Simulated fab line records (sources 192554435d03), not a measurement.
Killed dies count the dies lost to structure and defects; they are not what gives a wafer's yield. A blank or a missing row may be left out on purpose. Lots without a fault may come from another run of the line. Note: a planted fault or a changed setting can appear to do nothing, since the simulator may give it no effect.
Split-lot study / flow n5Finfet / on a route of 1938 steps: 7 lots, 39 wafers read

SPLIT DETAILS
At N5_GATE_CUT_EXPOSE_10 (exposes mask GATE CUT, target cd 20 nm), the setting doseMj was moved away from the recipe's 43.25 on 18 of the 39 wafers read, by -6.6% to +8.0%. For the rest of the wafers, this setting stayed at what the recipe calls for.

FROM THE SPLIT TO THE READING: what the file shows between them, 2 steps
- N5_GATE_CUT_PEB_11: peb time 60 s
- N5_GATE_CUT_DEVELOP_12: develop time 30 s

THE READING
At N5_GATE_CUT_CD_MEAS_13: cdNm in nanometres, against a target cd of 20 nm. Typical for fault-free wafers on this fab line: 19.98 nm, with standard deviation 0.25 nm.

wafer=L074.1; tool, chamber at the split=euvScanner-01, 0; doseMj as run=46.7; against the recipe=+8.0%; cdNm, nm=22.09; against lot-mates on the recipe=+1.83
wafer=L074.2; tool, chamber at the split=euvScanner-01, 0; doseMj as run=43.25; against the recipe=recipe; cdNm, nm=20.51; against lot-mates on the recipe=-
wafer=L074.3; tool, chamber at the split=euvScanner-01, 0; doseMj as run=46.7; against the recipe=+8.0%; cdNm, nm=22.06; against lot-mates on the recipe=+1.80
wafer=L074.4; tool, chamber at the split=euvScanner-01, 0; doseMj as run=43.25; against the recipe=recipe; cdNm, nm=20.27; against lot-mates on the recipe=-
wafer=L074.5; tool, chamber at the split=euvScanner-01, 0; doseMj as run=46.7; against the recipe=+8.0%; cdNm, nm=22.01; against lot-mates on the recipe=+1.75
wafer=L074.6; tool, chamber at the split=euvScanner-01, 0; doseMj as run=43.25; against the recipe=recipe; cdNm, nm=20.00; against lot-mates on the recipe=-
wafer=L078.1; tool, chamber at the split=euvScanner-01, 0; doseMj as run=43.25; against the recipe=recipe; cdNm, nm=20.24; against lot-mates on the recipe=-
wafer=L078.2; tool, chamber at the split=euvScanner-01, 0; doseMj as run=42.33; against the recipe=-2.1%; cdNm, nm=19.69; against lot-mates on the recipe=-0.44
wafer=L078.3; tool, chamber at the split=euvScanner-01, 0; doseMj as run=43.25; against the recipe=recipe; cdNm, nm=20.10; against lot-mates on the recipe=-
wafer=L078.4; tool, chamber at the split=euvScanner-01, 0; doseMj as run=42.33; against the recipe=-2.1%; cdNm, nm=19.53; against lot-mates on the recipe=-0.60
wafer=L078.5; tool, chamber at the split=euvScanner-01, 0; doseMj as run=42.33; against the recipe=-2.1%; cdNm, nm=19.69; against lot-mates on the recipe=-0.44
wafer=L078.6; tool, chamber at the split=euvScanner-01, 0; doseMj as run=43.25; against the recipe=recipe; cdNm, nm=20.04; against lot-mates on the recipe=-
wafer=L081.2; tool, chamber at the split=euvScanner-02, 0; doseMj as run=43.25; against the recipe=recipe; cdNm, nm=19.61; against lot-mates on the recipe=-
wafer=L081.4; tool, chamber at the split=euvScanner-02, 0; doseMj as run=43.25; against the recipe=recipe; cdNm, nm=19.41; against lot-mates on the recipe=-
wafer=L081.5; tool, chamber at the split=euvScanner-02, 0; doseMj as run=43.25; against the recipe=recipe; cdNm, nm=19.61; against lot-mates on the recipe=-
wafer=L083.1; tool, chamber at the split=euvScanner-02, 0; doseMj as run=40.38; against the recipe=-6.6%; cdNm, nm=18.49; against lot-mates on the recipe=-1.56
wafer=L083.2; tool, chamber at the split=euvScanner-02, 0; doseMj as run=40.38; against the recipe=-6.6%; cdNm, nm=18.33; against lot-mates on the recipe=-1.72
wafer=L083.3; tool, chamber at the split=euvScanner-02, 0; doseMj as run=43.25; against the recipe=recipe; cdNm, nm=20.09; against lot-mates on the recipe=-
wafer=L083.4; tool, chamber at the split=euvScanner-02, 0; doseMj as run=40.38; against the recipe=-6.6%; cdNm, nm=18.44; against lot-mates on the recipe=-1.61
wafer=L083.5; tool, chamber at the split=euvScanner-02, 0; doseMj as run=43.25; against the recipe=recipe; cdNm, nm=19.96; against lot-mates on the recipe=-
wafer=L083.6; tool, chamber at the split=euvScanner-02, 0; doseMj as run=43.25; against the recipe=recipe; cdNm, nm=20.11; against lot-mates on the recipe=-
wafer=L087.1; tool, chamber at the split=euvScanner-02, 0; doseMj as run=44.87; against the recipe=+3.7%; cdNm, nm=20.88; against lot-mates on the recipe=+0.79
wafer=L087.2; tool, chamber at the split=euvScanner-02, 0; doseMj as run=44.87; against the recipe=+3.7%; cdNm, nm=20.86; against lot-mates on the recipe=+0.77
wafer=L087.3; tool, chamber at the split=euvScanner-02, 0; doseMj as run=43.25; against the recipe=recipe; cdNm, nm=20.01; against lot-mates on the recipe=-
wafer=L087.4; tool, chamber at the split=euvScanner-02, 0; doseMj as run=43.25; against the recipe=recipe; cdNm, nm=20.08; against lot-mates on the recipe=-
wafer=L087.5; tool, chamber at the split=euvScanner-02, 0; doseMj as run=43.25; against the recipe=recipe; cdNm, nm=20.17; against lot-mates on the recipe=-
wafer=L087.6; tool, chamber at the split=euvScanner-02, 0; doseMj as run=44.87; against the recipe=+3.7%; cdNm, nm=21.01; against lot-mates on the recipe=+0.92
wafer=L088.1; tool, chamber at the split=euvScanner-02, 0; doseMj as run=45.24; against the recipe=+4.6%; cdNm, nm=20.79; against lot-mates on the recipe=+0.92
wafer=L088.2; tool, chamber at the split=euvScanner-02, 0; doseMj as run=45.24; against the recipe=+4.6%; cdNm, nm=20.66; against lot-mates on the recipe=+0.79
wafer=L088.3; tool, chamber at the split=euvScanner-02, 0; doseMj as run=43.25; against the recipe=recipe; cdNm, nm=19.55; against lot-mates on the recipe=-
wafer=L088.4; tool, chamber at the split=euvScanner-02, 0; doseMj as run=43.25; against the recipe=recipe; cdNm, nm=19.95; against lot-mates on the recipe=-
wafer=L088.5; tool, chamber at the split=euvScanner-02, 0; doseMj as run=45.24; against the recipe=+4.6%; cdNm, nm=21.44; against lot-mates on the recipe=+1.57
wafer=L088.6; tool, chamber at the split=euvScanner-02, 0; doseMj as run=43.25; against the recipe=recipe; cdNm, nm=20.10; against lot-mates on the recipe=-
wafer=L092.1; tool, chamber at the split=euvScanner-01, 0; doseMj as run=44.91; against the recipe=+3.8%; cdNm, nm=21.22; against lot-mates on the recipe=+1.19
wafer=L092.2; tool, chamber at the split=euvScanner-01, 0; doseMj as run=44.91; against the recipe=+3.8%; cdNm, nm=21.42; against lot-mates on the recipe=+1.39
wafer=L092.3; tool, chamber at the split=euvScanner-01, 0; doseMj as run=44.91; against the recipe=+3.8%; cdNm, nm=20.78; against lot-mates on the recipe=+0.75
wafer=L092.4; tool, chamber at the split=euvScanner-01, 0; doseMj as run=43.25; against the recipe=recipe; cdNm, nm=20.16; against lot-mates on the recipe=-
wafer=L092.5; tool, chamber at the split=euvScanner-01, 0; doseMj as run=43.25; against the recipe=recipe; cdNm, nm=19.93; against lot-mates on the recipe=-
wafer=L092.6; tool, chamber at the split=euvScanner-01, 0; doseMj as run=43.25; against the recipe=recipe; cdNm, nm=19.99; against lot-mates on the recipe=-

FIT RESULTS
A straight line over all 39 wafers: cdNm changes by +0.244 nm for each +1% of doseMj; r = +0.96; the points scatter about the line by 0.25 nm.
The same after taking each lot's own level away (the mean of its wafers on the recipe; 39 wafers): +0.238 nm for each +1%; r = +0.98; scatter 0.18 nm.
The reading moves by 1.9 nm for the largest change in doseMj, on that fit.
The span of the lots' own levels, 19.543 to 20.260 nm, comes to 2.9 times the standard deviation stated above.
The two slopes are in agreement: the lot-to-lot level therefore moves the slope only a little.
Check: +1.91 nm against its lot-mates is what the line predicts for one of the wafers moved furthest among these (+8.0%) when that wafer is left out of the fit. It came out at +1.83 nm against them.

THESE WAFERS: OTHER SPLITS
These wafers also went through other splits before the reading. Each is held against what the fit with the lots' levels taken away leaves over:
other split on the same wafers=N5_GATE_CUT_ETCH_56 targetDepthA; wafers away from the commonest value=18; r with cdNm (lot level and that fit taken away)=-0.14

THE WHOLE CHAIN: every reading that the file lists as answering this split, in the file's order
step=N5_GATE_CUT_CD_MEAS_13; what it does=target cd 20 nm; reading=cdNm; change (the file's fit)=+0.238 nm for each +1% of the setting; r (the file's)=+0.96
step=N5_GATE_CUT_DESCUM_18; what it does=chemistry O2, time 7 s; reading=GATE_CUT.cdNm (the simulator's own value, which no gauge read); change (the file's fit)=+0.224 nm for each +1% of the setting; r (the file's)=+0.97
step=N5_GATE_CUT_ETCH_28; what it does=etches underlayer in N2/H2, target depth 13 nm, time 10.4 s; reading=GATE_CUT.cdNm (the simulator's own value, which no gauge read); change (the file's fit)=+0.237 nm for each +1% of the setting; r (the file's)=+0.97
step=N5_GATE_CUT_ETCH_36; what it does=etches SiARC in CF4, target depth 13 nm, time 21.7 s; reading=GATE_CUT.cdNm (the simulator's own value, which no gauge read); change (the file's fit)=+0.228 nm for each +1% of the setting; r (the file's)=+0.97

THE FILE'S OWN FIT
cdNm changes by +0.238 nm for each +1% of doseMj, r = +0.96.
